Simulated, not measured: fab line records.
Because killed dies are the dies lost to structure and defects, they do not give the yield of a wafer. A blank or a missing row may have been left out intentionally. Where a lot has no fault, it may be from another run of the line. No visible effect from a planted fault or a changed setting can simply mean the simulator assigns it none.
Split-lot experiment + flow n5_finfet + on a route of 1938 steps: 7 lots, 21 wafers read

## ON THE SPLIT
At N5_SD_EPI_P_ETCH_16 (etches SiO2 in CHF3/O2, target depth 5 nm), the setting target_depth_a was moved away from the recipe's 50 angstrom on 5 of the 21 wafers read, by +9.2% to +11.7%. For the rest of the wafers, this setting stayed at what the recipe calls for.

The reading comes from the split's own step.

## THE READING
etch.depth_nm (the simulator's own value, which no gauge read), in nm, at N5_SD_EPI_P_ETCH_16 (etches SiO2 in CHF3/O2, target depth 5 nm). The file gives no usual value for it. Here, 16 wafers ran the recipe; their average is 5.002 nm with a standard deviation of 0.069 nm.

| wafer  | tool, chamber at the split | target_depth_a as run, angstrom | against the recipe | etch.depth_nm, nm | against lot-mates on the recipe |
|--------|----------------------------|---------------------------------|--------------------|-------------------|---------------------------------|
| L074.2 | rie_diel-03, 0             | 50                              | recipe             | 5.028             | -                               |
| L074.3 | rie_diel-03, 3             | 50                              | recipe             | 5.11              | -                               |
| L074.5 | rie_diel-03, 1             | 50                              | recipe             | 5.073             | -                               |
| L081.3 | rie_diel-01, 3             | 50                              | recipe             | 5.037             | -                               |
| L081.4 | rie_diel-01, 1             | 50                              | recipe             | 5.043             | -                               |
| L081.5 | rie_diel-01, 0             | 50                              | recipe             | 5.041             | -                               |
| L084.1 | rie_diel-03, 1             | 55.31                           | +10.6%             | 5.585             | +0.605                          |
| L084.4 | rie_diel-03, 2             | 50                              | recipe             | 4.98              | -                               |
| L084.6 | rie_diel-03, 0             | 55.31                           | +10.6%             | 5.488             | +0.508                          |
| L088.2 | rie_diel-06, 2             | 54.6                            | +9.2%              | 5.419             | +0.526                          |
| L088.5 | rie_diel-06, 2             | 54.6                            | +9.2%              | 5.365             | +0.472                          |
| L088.6 | rie_diel-06, 1             | 50                              | recipe             | 4.893             | -                               |
| L089.2 | rie_diel-06, 1             | 50                              | recipe             | 4.926             | -                               |
| L089.5 | rie_diel-06, 1             | 50                              | recipe             | 4.896             | -                               |
| L089.6 | rie_diel-06, 0             | 50                              | recipe             | 4.961             | -                               |
| L092.1 | rie_diel-01, 1             | 50                              | recipe             | 4.962             | -                               |
| L092.3 | rie_diel-01, 0             | 50                              | recipe             | 4.966             | -                               |
| L092.4 | rie_diel-01, 1             | 50                              | recipe             | 4.941             | -                               |
| L093.1 | rie_diel-01, 3             | 50                              | recipe             | 5.057             | -                               |
| L093.5 | rie_diel-01, 2             | 50                              | recipe             | 5.116             | -                               |
| L093.6 | rie_diel-01, 1             | 55.85                           | +11.7%             | 5.511             | +0.425                          |

THE FIT
A straight line over all 21 wafers: etch.depth_nm changes by +0.0461 nm for each +1% of target_depth_a; r = +0.95; the points scatter about the line by 0.068 nm.
The same after taking each lot's own level away (the mean of its wafers on the recipe; 21 wafers): +0.0487 nm for each +1%; r = +0.98; scatter 0.048 nm.
The reading moves by 0.57 nm for the largest change in target_depth_a, on that fit.
The lots' own levels span 4.8930 to 5.0865 nm, that is 2.8 times the standard deviation above.
The two slopes are in agreement: the lot-to-lot level therefore moves the slope only a little.
Check: +0.622 nm against its lot-mates is what the line predicts for one of the wafers moved furthest among these (+11.7%) when that wafer is left out of the fit. Against them it came out at +0.425 nm.

## OTHER SPLITS APPLIED TO THESE WAFERS
Before the reading, these wafers also passed through other splits. Each is held against what the fit with the lots' levels taken away leaves over:
| other split on the same wafers       | wafers away from the commonest value | r with etch.depth_nm (lot level and that fit taken away) |
|--------------------------------------|--------------------------------------|----------------------------------------------------------|
| N5_DUMMY_GATE_ETCH_31 target_depth_a | 11                                   | -0.41                                                    |
| N5_SD_EPI_N_PEB_07 peb_time_s        | 10                                   | -0.18                                                    |
| N5_SD_EPI_N_ETCH_16 target_depth_a   | 5                                    | +0.19                                                    |

## THE FILE'S OWN FIT
etch.depth_nm changes by +0.0463 nm for each +1% of target_depth_a, r = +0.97.
